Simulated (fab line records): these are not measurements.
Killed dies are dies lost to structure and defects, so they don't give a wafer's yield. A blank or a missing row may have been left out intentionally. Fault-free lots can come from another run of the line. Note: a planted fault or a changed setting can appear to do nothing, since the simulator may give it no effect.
fab line records -- flow nand_harc
[record] lots = 12, wafers = 35, last_day = 25
route steps=1159 shown A_CONTACT@960 A_BLC@979 END@1159
lots that met no fault: from a run of the same line without faults
start_h: hours from the record's first day to the start of the lot's first wafer shown -- wait_h: hours since the lot's step before -- " unchanged from the row above -- L1.1+2: one row covering several wafers at once -- - no value, or no start given -- * or withheld: withheld -- < > ~ a bound
route shown NAME@n: names a module that has steps shown in the file, with the first one's number in the route -- usual: average and standard deviation across the fault-free wafers -- same: alike in all rows -- chamber/n: place in a boat -- sites: the reading at each site -- _std_site: the standard deviation of these -- _edge_site: inner sites' mean taken away from outer sites' mean -- radius_mm: how far each site lies from the wafer's centre -- mask NAME#n: copy n -- behind: tool/chamber where the wafer was last shaped -- hold: why the lot was held/for how many hours/how that ended -- device: whichever transistor did not switch (one of n, p or np) -- end of line: the same wafers' tests at the end of the route -- a step given without rows: its recipe and nothing more -- killed: at the first sort, the dies lost to defects and structure; wafer yield is something else -- map: per-die view of a wafer (x killed, . not killed, _ where there is no die)
set.NAME: the setting the step ran with; set.NAME@STEP: the setting that earlier step ran with -- model.NAME: the simulator's own value behind a step, which no gauge read
route steps across a sampled set of lots; one table per step, one row per wafer
services: when a tool's chamber went out of use (start_h, in hours from the record's first day, below 0 if earlier), for how many hours, and the reason
[[steps]]
[step NHARC_A_CONTACT_CMP_20]
[recipe] t_overpolish_s = 30, target_thk_nm = 300
[usual] motor_current_A = 12.5/1.1, overpolish_run_s = 30.000/0.0084, retaining_ring_pressure_frac = 1.000/0.005, time_to_endpoint_s = 59.6/2.5
lot.wafer,tool,chamber,start_h,wait_h,motor_current_A,overpolish_run_s,retaining_ring_pressure_frac,time_to_endpoint_s
L489.2,cmp-02,0,406.62,0.6,13.0,30.001,0.998,61.1
L489.4,cmp-02,2,406.62,0.6,13.1,29.994,0.997,57.1
L489.3,cmp-02,3,406.62,0.6,13.1,30.009,0.996,64.9
L492.2,cmp-03,2,407.36,0.8,9.9,30.001,0.996,62.6
L492.4,cmp-03,3,407.36,0.8,14.0,29.993,0.999,59.5
L492.6,cmp-03,3,407.36,0.8,14.6,30.002,0.992,60.4
L490.2,cmp-02,2,408.19,0.7,13.2,30.003,1.004,54.8
L490.6,cmp-02,3,408.19,0.7,13.2,30.008,1.004,57.1
L490.5,cmp-02,0,408.19,0.7,12.9,30.007,1.002,57.6
L491.2,cmp-02,0,414.70,0.8,13.1,29.989,1.002,60.6
L491.3,cmp-02,1,414.70,0.8,13.0,29.990,1.006,65.3
L491.5,cmp-02,1,414.70,0.8,12.2,30.022,1.008,63.4
L493.4,cmp-01,3,416.02,0.4,13.2,29.989,1.005,61.9
L493.3,cmp-01,0,416.02,0.4,10.9,30.004,1.001,63.5
L493.2,cmp-01,1,416.02,0.4,13.0,30.004,0.997,61.7
L494.3,cmp-03,1,426.78,0.5,12.2,30.003,0.997,60.5
L494.1,cmp-03,0,426.78,0.5,12.3,29.989,1.000,56.0
L494.5,cmp-03,1,426.78,0.5,12.3,29.985,0.995,58.7
L495.2,cmp-03,2,436.68,0.6,10.3,30.011,0.998,62.1
L495.3,cmp-03,0,436.68,0.6,11.6,30.001,1.009,57.4
L495.6,cmp-03,2,436.68,0.6,10.4,29.992,1.005,61.8
L499.1,cmp-02,3,445.83,0.6,12.9,29.992,0.995,62.8
L499.2,cmp-02,0,445.83,0.6,13.0,30.005,1.009,57.9
L505.4,cmp-01,3,496.07,0.4,12.8,30.003,1.002,60.1
L505.3,cmp-01,1,496.07,0.4,12.3,29.992,1.009,59.9
L505.6,cmp-01,3,496.07,0.4,13.8,29.997,0.995,61.0
L508.2,cmp-03,0,509.30,0.7,12.8,29.998,1.003,56.2
L508.3,cmp-03,1,509.30,0.7,12.2,29.976,1.005,59.6
L508.6,cmp-03,0,509.30,0.7,12.5,29.988,1.003,56.3
L511.1,cmp-01,3,509.67,0.6,13.6,30.006,0.995,61.0
L511.3,cmp-01,0,509.67,0.6,10.8,29.994,0.988,59.5
L511.2,cmp-01,1,509.67,0.6,12.5,30.015,0.999,59.6
L512.3,cmp-03,3,547.87,0.4,14.4,30.017,1.009,61.5
L512.2,cmp-03,0,547.87,0.4,12.3,29.999,1.005,59.3
L512.6,cmp-03,2,547.87,0.4,10.4,29.996,0.997,63.1
[step NHARC_A_BLC_ETCH_17]
[recipe] target_depth_a = 3900, over_etch_frac = 0.25, time_s = 609.38, ion_energy_ev = 200, n2_flow_sccm = 150, h2_flow_sccm = 150, ar_flow_sccm = 0, rf_w = 400, bias_w = 150, chemistry = N2/H2
[usual] drypump_motor_current_A = 5.8/0.39, n2_flow_sccm = 150.0/0.41, oes_product_au = 1.003/0.0071, rf_vpp_V = 430.6/1.9, run_length_s = 630.8/0.48, showerhead_plenum_p_Torr = 2.04/0.069, throttle_valve_pct = 14.171/0.0081
lot.wafer,tool,chamber,start_h,wait_h,drypump_motor_current_A,n2_flow_sccm,oes_product_au,rf_hours_counter_h,rf_vpp_V,run_length_s,showerhead_plenum_p_Torr,throttle_valve_pct
L489.3,rie_diel-09,1,407.89,-,6.1,150.4,0.992,14,430.0,630.8,2.04,14.176
L489.4,rie_diel-09,2,407.89,-,6.0,150.5,0.990,14,430.2,630.5,2.05,14.175
L489.2,rie_diel-09,3,407.89,-,5.7,149.5,0.997,15,431.5,630.7,2.09,14.165
L492.4,rie_diel-04,2,408.62,-,5.4,150.3,1.008,10,430.0,631.6,1.99,14.169
L492.2,rie_diel-04,3,408.62,-,5.9,150.0,1.012,10,430.4,630.2,2.02,14.164
L492.6,rie_diel-04,1,408.62,-,6.2,149.9,1.001,-,430.5,631.3,2.03,14.181
L490.2,rie_diel-13,3,409.45,-,6.1,149.1,1.000,49,427.9,630.9,1.89,14.172
L490.5,rie_diel-13,2,409.45,-,6.0,149.1,1.012,-,436.8,630.3,2.20,14.166
L490.6,rie_diel-13,3,409.45,-,6.1,149.5,0.997,-,427.4,631.0,1.89,14.177
L491.3,rie_diel-04,1,415.97,-,6.2,149.7,0.994,10,431.5,630.8,2.02,14.173
L491.2,rie_diel-04,3,415.97,-,6.0,149.4,1.007,11,429.9,630.5,2.02,14.176
L491.5,rie_diel-04,2,415.97,-,5.5,150.0,1.009,-,430.6,631.5,1.99,14.184
L493.2,rie_diel-04,1,417.17,-,6.2,150.3,1.004,10,431.2,631.0,2.03,14.161
L493.4,rie_diel-04,2,417.17,-,5.5,150.3,1.002,11,429.2,631.8,1.98,14.179
L493.3,rie_diel-04,0,417.17,-,5.4,150.2,1.008,10,431.4,630.1,2.07,14.164
L494.3,rie_diel-04,2,428.17,-,5.4,150.0,1.006,12,429.6,631.0,1.98,14.172
L494.1,rie_diel-04,3,428.17,-,5.9,149.1,1.003,12,428.4,630.1,2.02,14.166
L494.5,rie_diel-04,0,428.17,-,5.5,150.5,1.015,-,432.5,630.1,2.07,14.176
L495.2,rie_diel-04,1,437.83,-,6.2,150.2,1.009,14,430.0,617.1,2.02,14.177
L495.3,rie_diel-04,3,437.83,-,6.0,149.8,1.020,14,429.6,630.0,2.01,14.160
L495.6,rie_diel-04,2,437.83,-,5.5,150.2,1.008,-,427.4,631.3,1.98,14.177
L499.2,rie_diel-04,2,447.12,-,5.5,149.8,1.000,15,429.6,617.0,1.98,14.164
L499.1,rie_diel-04,1,447.12,-,6.2,150.1,1.004,15,428.7,631.4,2.02,14.161
L505.4,rie_diel-09,1,497.37,-,6.1,149.4,0.995,5,429.9,630.7,2.04,14.172
L505.3,rie_diel-09,2,497.37,-,6.0,149.7,1.002,6,430.3,630.6,2.05,14.152
L505.6,rie_diel-09,1,497.37,-,6.1,149.9,1.007,-,430.4,630.6,2.04,14.173
L508.2,rie_diel-13,2,510.63,-,6.0,149.3,1.006,14,435.4,630.8,2.19,14.178
L508.3,rie_diel-13,3,510.63,-,6.2,150.4,0.992,12,434.5,630.9,2.21,14.155
L508.6,rie_diel-13,1,510.63,-,6.2,150.1,0.997,-,430.7,630.5,2.09,14.169
L511.1,rie_diel-09,1,510.99,-,6.0,149.6,0.990,7,430.5,630.7,2.04,14.182
L511.2,rie_diel-09,2,510.99,-,6.0,149.3,0.995,8,431.2,630.4,2.05,14.176
L511.3,rie_diel-09,3,510.99,-,5.7,151.1,0.996,7,432.7,631.0,2.09,14.167
L512.2,rie_diel-04,0,549.13,-,5.5,149.9,1.006,6,431.1,630.2,2.07,14.174
L512.3,rie_diel-04,1,549.13,-,6.2,149.8,1.004,6,431.0,630.9,2.02,14.188
L512.6,rie_diel-04,1,549.13,-,6.2,150.1,1.003,-,431.0,630.9,2.02,14.168
[step NHARC_A_BLC_DEGAS_30]
[recipe] temp_c = 300, time_s = 60
[usual] heater_power_w = 438/40
lot.wafer,tool,chamber,start_h,wait_h,heater_power_w
L489.3,pvd_sputter-01,-,409.30,-,469
L489.2,pvd_sputter-01,-,409.30,-,501
L489.4,pvd_sputter-01,-,409.30,-,402
L492.2,pvd_sputter-02,-,409.98,-,435
L492.4,pvd_sputter-02,-,409.98,-,510
L492.6,pvd_sputter-02,-,409.98,-,482
L490.2,pvd_sputter-02,-,410.87,-,510
L490.5,pvd_sputter-02,-,410.87,-,397
L490.6,pvd_sputter-02,-,410.87,-,494
L491.2,pvd_sputter-03,-,417.38,-,411
L491.3,pvd_sputter-03,-,417.38,-,387
L491.5,pvd_sputter-03,-,417.38,-,383
L493.3,pvd_sputter-03,-,418.57,-,452
L493.2,pvd_sputter-03,-,418.57,-,462
L493.4,pvd_sputter-03,-,418.57,-,392
L494.3,pvd_sputter-01,-,429.48,-,484
L494.1,pvd_sputter-01,-,429.48,-,515
L494.5,pvd_sputter-01,-,429.48,-,414
L495.3,pvd_sputter-03,-,439.23,-,459
L495.2,pvd_sputter-03,-,439.23,-,401
L495.6,pvd_sputter-03,-,439.23,-,377
L499.2,pvd_sputter-03,-,448.57,-,454
L499.1,pvd_sputter-03,-,448.57,-,474
L505.4,pvd_sputter-03,-,498.71,-,396
L505.3,pvd_sputter-03,-,498.71,-,399
L505.6,pvd_sputter-03,-,498.71,-,402
L508.3,pvd_sputter-03,-,512.33,-,450
L508.2,pvd_sputter-03,-,512.33,-,473
L508.6,pvd_sputter-03,-,512.33,-,400
L511.3,pvd_sputter-01,-,512.36,-,517
L511.2,pvd_sputter-01,-,512.36,-,404
L511.1,pvd_sputter-01,-,512.36,-,482
L512.3,pvd_sputter-03,-,550.53,-,463
L512.2,pvd_sputter-03,-,550.53,-,413
L512.6,pvd_sputter-03,-,550.53,-,470
[step NHARC_A_BLC_ALD_23]
[recipe] target_thk_a = 30, pulse_time_s = 1, ald_cycles = 150, temp_c = 450, material = TiN
[usual] heater_power_w = 1136/130, precursor_pulse_height_rel = 0.998/0.021
lot.wafer,tool,chamber,start_h,wait_h,heater_power_w,precursor_pulse_height_rel
L489.3,ald_metal-01,0,409.57,-,1179,0.997
L489.2,ald_metal-01,2,409.57,-,1202,1.007
L489.4,ald_metal-01,0,409.57,-,1178,0.992
L492.4,ald_metal-03,0,410.21,-,945,1.018
L492.2,ald_metal-03,3,410.21,-,1390,1.000
L492.6,ald_metal-03,1,410.21,-,1271,1.006
L490.2,ald_metal-01,3,411.13,-,1031,1.067
L490.6,ald_metal-01,2,411.13,-,1202,0.964
L490.5,ald_metal-01,0,411.13,-,1164,0.968
L491.2,ald_metal-04,2,417.64,-,1022,1.017
L491.3,ald_metal-04,3,417.64,-,1220,0.959
L491.5,ald_metal-04,2,417.64,-,1017,1.008
L493.2,ald_metal-03,1,418.81,-,1213,0.991
L493.4,ald_metal-03,3,418.81,-,1372,1.013
L493.3,ald_metal-03,0,418.81,-,929,0.981
L494.3,ald_metal-03,0,429.75,-,931,0.990
L494.1,ald_metal-03,1,429.75,-,1203,0.981
L494.5,ald_metal-03,3,429.75,-,1357,0.989
L495.2,ald_metal-04,2,439.46,-,1028,0.998
L495.3,ald_metal-04,1,439.46,-,1004,0.994
L495.6,ald_metal-04,3,439.46,-,1211,0.986
L499.2,ald_metal-03,0,448.83,-,935,0.974
L499.1,ald_metal-03,1,448.83,-,1233,0.990
L505.3,ald_metal-03,0,499.01,-,941,0.993
L505.6,ald_metal-03,1,499.01,-,1208,0.970
L505.4,ald_metal-03,0,499.01,-,948,1.005
L508.2,ald_metal-03,1,512.58,-,1230,0.973
L508.3,ald_metal-03,3,512.58,-,1335,0.985
L508.6,ald_metal-03,0,512.58,-,910,1.007
L511.3,ald_metal-01,0,512.60,-,1147,1.014
L511.2,ald_metal-01,2,512.60,-,1221,1.016
L511.1,ald_metal-01,3,512.60,-,1047,0.981
L512.2,ald_metal-04,3,550.79,-,1202,1.018
L512.3,ald_metal-04,0,550.79,-,995,1.012
L512.6,ald_metal-04,2,550.79,-,1023,0.950
[step NHARC_END_SORT_01]
[recipe] temp_c = 25
[usual] killed_at_array = 28/10, killed_at_other = 0.6/0.85, killed_at_periphery = 3.3/2.3, killed_dies = 32/11, killed_open = 3.3/1.5, killed_short = 2.1/1.4
[same] gross_dies = 677
lot.wafer,tool,chamber,start_h,wait_h,killed_at_array,killed_at_other,killed_at_periphery,killed_dies,killed_open,killed_short
L490.2,prober-02,0,459.24,2.8,17,1,2,20,2,3
L490.5,prober-02,0,461.67,3.7,26,1,1,28,1,4
L490.6,prober-02,0,462.48,4.1,30,1,1,32,3,0
L489.2,prober-01,0,459.26,2.8,18,0,2,20,4,1
L489.3,prober-01,0,460.06,3.1,12,0,1,13,3,0
L489.4,prober-01,0,460.86,3.4,15,1,1,17,4,1
L492.2,prober-01,0,467.08,2.8,26,0,1,27,1,4
L492.4,prober-01,0,468.68,3.4,16,1,1,18,3,2
L492.6,prober-01,0,470.29,4.0,25,2,1,28,1,4
L493.2,prober-02,0,467.10,2.8,23,1,4,28,2,2
L493.3,prober-02,0,467.89,3.1,14,1,4,19,4,2
L493.4,prober-02,0,468.69,3.4,29,0,0,29,3,2
L491.2,prober-02,0,474.89,2.8,43,1,9,53,5,2
L491.3,prober-02,0,475.68,3.1,35,0,12,47,4,3
L491.5,prober-02,0,477.26,3.7,28,0,6,34,1,3
L494.1,prober-01,0,475.97,2.5,26,0,4,30,1,5
L494.3,prober-01,0,477.56,3.1,23,0,5,28,1,2
L494.5,prober-01,0,479.14,3.7,21,0,3,24,3,2
L495.2,prober-02,0,490.37,2.8,23,0,2,25,3,2
L495.3,prober-02,0,491.18,3.1,19,0,6,25,4,1
L495.6,prober-02,0,493.59,4.0,22,1,4,27,2,2
L505.3,prober-02,0,547.03,3.1,32,2,7,41,2,4
L505.4,prober-02,0,547.84,3.4,44,0,4,48,4,1
L505.6,prober-02,0,549.46,4.1,42,0,5,47,3,1
L511.1,prober-01,0,561.04,2.5,14,0,2,16,4,0
L511.2,prober-01,0,561.84,2.8,13,1,0,14,0,2
L511.3,prober-01,0,562.64,3.1,11,0,1,12,2,2
L508.2,prober-02,0,564.24,2.8,36,0,1,37,3,3
L508.3,prober-02,0,565.04,3.1,47,0,2,49,4,2
L508.6,prober-02,0,567.44,4.0,45,1,5,51,5,2
L512.2,prober-02,0,597.13,2.8,17,0,0,17,4,0
L512.3,prober-02,0,597.94,3.1,24,0,0,24,2,3
L512.6,prober-02,0,600.35,4.0,28,0,2,30,7,2
// killed by level:class
L490.2 A_SLIT:chamber_film_flake=7 A_CHANNEL_HOLE_D1:chamber_film_flake=2 A_STAIRCASE:chamber_film_flake=2 P_M0:geometric_particle:short=1 A_SOURCE_PLATE:geometric_particle:short=1 A_ONON_D1:geometric_particle:open=1 A_SGD_CUT:geometric_particle:short=1 A_M0:geometric_particle:open=1
L489.2 A_STAIRCASE:chamber_film_flake=5 A_CHANNEL_FILL_D1:chamber_film_flake=4 A_CHANNEL_HOLE_D1:chamber_film_flake=3 A_CONTACT:geometric_particle:open=2 A_CONTACT:chamber_film_flake=2 P_GATE:geometric_particle:open=1 P_M0:geometric_particle:open=1 A_CONTACT:geometric_particle:short=1
L489.3 A_STAIRCASE:chamber_film_flake=5 A_SGD_CUT:geometric_particle:open=1 A_WL_FILL:geometric_particle:open=1 A_CONTACT:geometric_particle:open=1 P_GATE:chamber_film_flake=1 A_CHANNEL_HOLE_D1:chamber_film_flake=1 A_CHANNEL_FILL_D1:chamber_film_flake=1 A_WL_FILL:chamber_film_flake=1
L489.4 A_STAIRCASE:chamber_film_flake=4 A_CHANNEL_HOLE_D1:chamber_film_flake=3 A_CHANNEL_FILL_D1:chamber_film_flake=2 A_SOURCE_PLATE:geometric_particle:open=1 A_CHANNEL_FILL_D1:geometric_particle:short=1 A_WL_FILL:geometric_particle:open=1 A_BLC:geometric_particle:open=1 A_M0:geometric_particle:open=1
L490.5 A_SLIT:chamber_film_flake=12 A_CHANNEL_FILL_D1:geometric_particle:short=3 A_CHANNEL_HOLE_D1:chamber_film_flake=2 A_STAIRCASE:chamber_film_flake=2 A_CONTACT:geometric_particle:open=1 A_CONTACT:geometric_particle:short=1 P_GATE:chamber_film_flake=1 A_CHANNEL_FILL_D1:chamber_film_flake=1
L490.6 A_SLIT:chamber_film_flake=16 A_STAIRCASE:chamber_film_flake=4 A_WL_FILL:chamber_film_flake=3 A_ZERO_WELL:chamber_film_flake=2 P_GATE:geometric_particle:open=1 A_CONTACT:geometric_particle:open=1 A_BLC:geometric_particle:open=1 A_CONTACT:chamber_film_flake=1
L492.2 A_CHANNEL_HOLE_D1:chamber_film_flake=15 A_STAIRCASE:chamber_film_flake=3 A_ONON_D1:geometric_particle:short=2 A_M0:geometric_particle:short=2 A_SLIT:chamber_film_flake=2 A_CONTACT:geometric_particle:open=1 P_STI:chamber_film_flake=1 A_CONTACT:chamber_film_flake=1
L493.2 A_SLIT:chamber_film_flake=10 A_CHANNEL_HOLE_D1:chamber_film_flake=4 A_STAIRCASE:chamber_film_flake=4 P_M2:chamber_film_flake=2 A_ONON_D1:geometric_particle:short=1 A_WL_FILL:geometric_particle:short=1 A_WL_FILL:geometric_particle:open=1 A_M1:geometric_particle:open=1
L493.3 A_ONON_D1:geometric_particle:open=3 A_STAIRCASE:chamber_film_flake=3 P_M2:chamber_film_flake=2 A_CHANNEL_HOLE_D1:chamber_film_flake=2 A_SLIT:chamber_film_flake=2 A_CHANNEL_FILL_D1:geometric_particle:short=1 A_SGD_CUT:geometric_particle:short=1 A_CONTACT:geometric_particle:open=1
L492.4 A_CHANNEL_HOLE_D1:chamber_film_flake=10 A_CONTACT:geometric_particle:open=2 A_CHANNEL_FILL_D1:geometric_particle:open=1 A_CONTACT:geometric_particle:short=1 A_M0:geometric_particle:short=1 P_STI:chamber_film_flake=1 A_STAIRCASE:chamber_film_flake=1 THIN_TSV:chamber_film_flake=1
L493.4 A_SLIT:chamber_film_flake=11 A_CONTACT:chamber_film_flake=6 A_CHANNEL_HOLE_D1:chamber_film_flake=2 A_STAIRCASE:chamber_film_flake=2 A_WL_FILL:chamber_film_flake=2 A_ONON_D1:geometric_particle:short=1 A_SGD_CUT:geometric_particle:open=1 A_CONTACT:geometric_particle:open=1
L492.6 A_CHANNEL_HOLE_D1:chamber_film_flake=16 A_STAIRCASE:chamber_film_flake=3 P_M0:geometric_particle:short=1 A_CHANNEL_HOLE_D1:geometric_particle:short=1 A_SGD_CUT:geometric_particle:short=1 A_WL_FILL:geometric_particle:short=1 A_CONTACT:geometric_particle:open=1 A_SLIT:chamber_film_flake=1
L491.2 A_CHANNEL_HOLE_D1:chamber_film_flake=13 A_SLIT:chamber_film_flake=11 P_STI:chamber_film_flake=6 A_CONTACT:chamber_film_flake=4 A_STAIRCASE:chamber_film_flake=3 A_WL_FILL:chamber_film_flake=3 P_M0:geometric_particle:open=2 A_ONON_D1:geometric_particle:short=2
L491.3 A_CHANNEL_HOLE_D1:chamber_film_flake=17 A_SLIT:chamber_film_flake=13 P_STI:chamber_film_flake=5 P_CONTACT:chamber_film_flake=3 P_CONTACT:geometric_particle:open=2 P_CONTACT:geometric_particle:short=1 P_M0:geometric_particle:open=1 A_CHANNEL_FILL_D1:geometric_particle:short=1
L494.1 A_SLIT:chamber_film_flake=11 A_CONTACT:chamber_film_flake=6 A_WL_FILL:geometric_particle:short=2 A_CONTACT:geometric_particle:short=2 P_GATE:chamber_film_flake=2 A_CHANNEL_HOLE_D1:chamber_film_flake=2 A_STAIRCASE:chamber_film_flake=2 P_CONTACT:geometric_particle:short=1
L491.5 A_CHANNEL_HOLE_D1:chamber_film_flake=12 A_SLIT:chamber_film_flake=12 P_CONTACT:chamber_film_flake=3 P_STI:chamber_film_flake=2 P_M0:geometric_particle:open=1 A_CHANNEL_HOLE_D1:geometric_particle:short=1 A_SGD_CUT:geometric_particle:short=1 A_BLC:geometric_particle:short=1
L494.3 A_SLIT:chamber_film_flake=12 A_CHANNEL_HOLE_D1:chamber_film_flake=4 A_STAIRCASE:chamber_film_flake=3 P_STI:chamber_film_flake=2 P_GATE:chamber_film_flake=2 A_ONON_D1:geometric_particle:short=1 A_SGD_CUT:geometric_particle:open=1 A_BLC:geometric_particle:short=1
L494.5 A_SLIT:chamber_film_flake=9 A_CONTACT:chamber_film_flake=4 A_WL_FILL:geometric_particle:short=2 A_CHANNEL_HOLE_D1:chamber_film_flake=2 A_CHANNEL_FILL_D1:chamber_film_flake=2 P_GATE:geometric_particle:open=1 A_ONON_D1:geometric_particle:open=1 A_WL_FILL:geometric_particle:open=1
L495.2 A_CHANNEL_HOLE_D1:chamber_film_flake=17 A_CHANNEL_HOLE_D1:geometric_particle:open=2 A_CHANNEL_FILL_D1:geometric_particle:short=2 A_CONTACT:geometric_particle:open=1 P_GATE:chamber_film_flake=1 P_M2:chamber_film_flake=1 A_STAIRCASE:chamber_film_flake=1
L495.3 A_CHANNEL_HOLE_D1:chamber_film_flake=12 A_STAIRCASE:chamber_film_flake=4 P_CONTACT:geometric_particle:open=2 P_M2:chamber_film_flake=2 A_CHANNEL_FILL_D1:geometric_particle:open=1 A_WL_FILL:geometric_particle:short=1 A_CONTACT:geometric_particle:open=1 P_GATE:chamber_film_flake=1
L495.6 A_CHANNEL_HOLE_D1:chamber_film_flake=17 P_M2:chamber_film_flake=3 A_STAIRCASE:chamber_film_flake=2 A_ONON_D1:geometric_particle:open=1 A_CHANNEL_FILL_D1:geometric_particle:short=1 A_M0:geometric_particle:open=1 P_GATE:chamber_film_flake=1 STARTING-WAFER:geometric_particle:short=1
L505.3 A_SLIT:chamber_film_flake=14 A_CHANNEL_HOLE_D1:chamber_film_flake=9 P_ZERO_WELL:chamber_film_flake=3 P_GATE:chamber_film_flake=3 A_BLC:geometric_particle:short=2 A_CONTACT:chamber_film_flake=2 THIN_TSV:chamber_film_flake=2 P_M0:geometric_particle:short=1
L505.4 A_SLIT:chamber_film_flake=22 A_CHANNEL_HOLE_D1:chamber_film_flake=11 A_CONTACT:chamber_film_flake=8 P_ZERO_WELL:chamber_film_flake=2 P_GATE:geometric_particle:short=1 P_M0:geometric_particle:open=1 A_ONON_D1:geometric_particle:open=1 A_CONTACT:geometric_particle:open=1
L505.6 A_SLIT:chamber_film_flake=19 A_CHANNEL_HOLE_D1:chamber_film_flake=13 A_CONTACT:chamber_film_flake=5 P_M0:geometric_particle:open=2 P_ZERO_WELL:chamber_film_flake=2 A_ZERO_WELL:chamber_film_flake=2 A_WL_FILL:geometric_particle:open=1 A_M1:geometric_particle:short=1
L511.1 A_CHANNEL_HOLE_D1:chamber_film_flake=8 A_CONTACT:geometric_particle:open=2 A_STAIRCASE:chamber_film_flake=2 P_GATE:geometric_particle:open=1 A_SOURCE_PLATE:geometric_particle:open=1 P_ZERO_WELL:chamber_film_flake=1 A_SLIT:chamber_film_flake=1
L511.2 A_CHANNEL_HOLE_D1:chamber_film_flake=8 A_CONTACT:chamber_film_flake=3 A_CONTACT:geometric_particle:short=1 STARTING-WAFER:geometric_particle:short=1 A_STAIRCASE:chamber_film_flake=1
L511.3 A_CHANNEL_HOLE_D1:chamber_film_flake=8 P_CONTACT:geometric_particle:open=1 A_CONTACT:geometric_particle:open=1 A_CONTACT:geometric_particle:short=1 A_M0:geometric_particle:short=1
L508.2 A_SLIT:chamber_film_flake=17 A_CHANNEL_HOLE_D1:chamber_film_flake=5 A_STAIRCASE:chamber_film_flake=5 A_CONTACT:chamber_film_flake=3 P_M2:geometric_particle:short=1 A_SOURCE_PLATE:geometric_particle:open=1 A_ONON_D1:geometric_particle:open=1 A_CHANNEL_HOLE_D1:geometric_particle:short=1
L508.3 A_SLIT:chamber_film_flake=21 A_CHANNEL_HOLE_D1:chamber_film_flake=11 A_CONTACT:chamber_film_flake=7 A_ONON_D1:geometric_particle:short=2 A_CHANNEL_FILL_D1:chamber_film_flake=2 P_M0:geometric_particle:open=1 A_CHANNEL_FILL_D1:geometric_particle:open=1 A_CONTACT:geometric_particle:open=1
L508.6 A_SLIT:chamber_film_flake=22 A_CONTACT:chamber_film_flake=8 A_CHANNEL_HOLE_D1:chamber_film_flake=6 A_STAIRCASE:chamber_film_flake=5 P_CONTACT:geometric_particle:open=2 P_GATE:geometric_particle:open=1 P_M0:geometric_particle:open=1 P_M0:geometric_particle:short=1
L512.2 A_CHANNEL_HOLE_D1:chamber_film_flake=5 A_CHANNEL_FILL_D1:chamber_film_flake=4 A_CONTACT:geometric_particle:open=3 A_STAIRCASE:chamber_film_flake=2 A_CHANNEL_FILL_D1:geometric_particle:open=1 A_SLIT:chamber_film_flake=1 A_CONTACT:chamber_film_flake=1
L512.3 A_CHANNEL_HOLE_D1:chamber_film_flake=10 A_CONTACT:chamber_film_flake=7 A_ONON_D1:geometric_particle:short=1 A_CHANNEL_FILL_D1:geometric_particle:short=1 A_CHANNEL_FILL_D1:geometric_particle:open=1 A_CONTACT:geometric_particle:open=1 A_M0:geometric_particle:short=1 A_ZERO_WELL:chamber_film_flake=1
L512.6 A_CHANNEL_HOLE_D1:chamber_film_flake=11 A_CONTACT:chamber_film_flake=3 A_CHANNEL_FILL_D1:geometric_particle:open=2 A_CONTACT:geometric_particle:open=2 A_CHANNEL_FILL_D1:chamber_film_flake=2 A_STAIRCASE:chamber_film_flake=2 P_CONTACT:geometric_particle:open=1 P_M0:geometric_particle:short=1
[[services]]
tool,chamber,start_h,hours,kind
pvd_sputter-01,-,388.55,9.6,repair
cmp-02,-,393.90,2.7,repair
ald_metal-01,3,394.64,1.4,repair
ald_metal-04,-,406.00,10.0,pm
cmp-01,-,406.88,0.6,repair
ald_metal-01,1,409.48,7.5,repair
rie_diel-09,-,431.11,9.0,pm
pvd_sputter-01,-,439.15,11.9,repair
cmp-03,-,450.12,4.0,pm
ald_metal-01,-,458.00,10.0,pm
pvd_sputter-03,-,458.23,10.0,pm
rie_diel-09,1,458.80,6.5,repair
cmp-03,-,460.71,2.4,repair
rie_diel-04,-,465.90,9.0,pm
cmp-01,-,473.53,4.0,pm
cmp-03,-,480.31,0.5,repair
ald_metal-04,0,491.82,18.1,repair
cmp-03,-,495.27,3.3,repair
ald_metal-03,3,498.30,4.6,repair
ald_metal-03,-,500.00,10.0,pm
cmp-01,-,506.44,0.8,repair
pvd_sputter-01,-,516.10,10.0,pm
cmp-02,-,527.16,4.0,pm
cmp-03,-,548.12,4.0,pm
[[key]]
[first_sign] step = NHARC_A_BLC_ETCH_17, reading = run_length_s, direction = down, sigmas = 28, usual = *, struck = *
effect none on later readings
met_at NHARC_A_BLC_ETCH_17
struck_lots L495,L499
struck_wafers L495.2,L499.2
sort_left_out L499.2
tester_left_out L495,L499
not_acting_at NHARC_A_CONTACT_CMP_20,NHARC_A_BLC_DEGAS_30,NHARC_A_BLC_ALD_23
onset_between 428.17 437.83
[fault] kind = process_parameter_drift, tool = rie_diel-04, chamber = -, onset_h = 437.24, steps = NHARC_A_BLC_ETCH_17, channel = time_s, offset = *, shape = step, end_h = 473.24, scope = struck_wafers_only, acts_in = *, stated = *
// tester_left_out: of these lots the tester's yield and bins aren't shown, on N5 and GAA mostly nor the transistor test; their killed dies are dies lost to structure and defects alone, not to doping, threshold or leakage, so they don't give the yield
// sort_left_out: the simulated sort isn't trusted on such a fault, so these wafers' sort isn't shown, and their yield isn't known
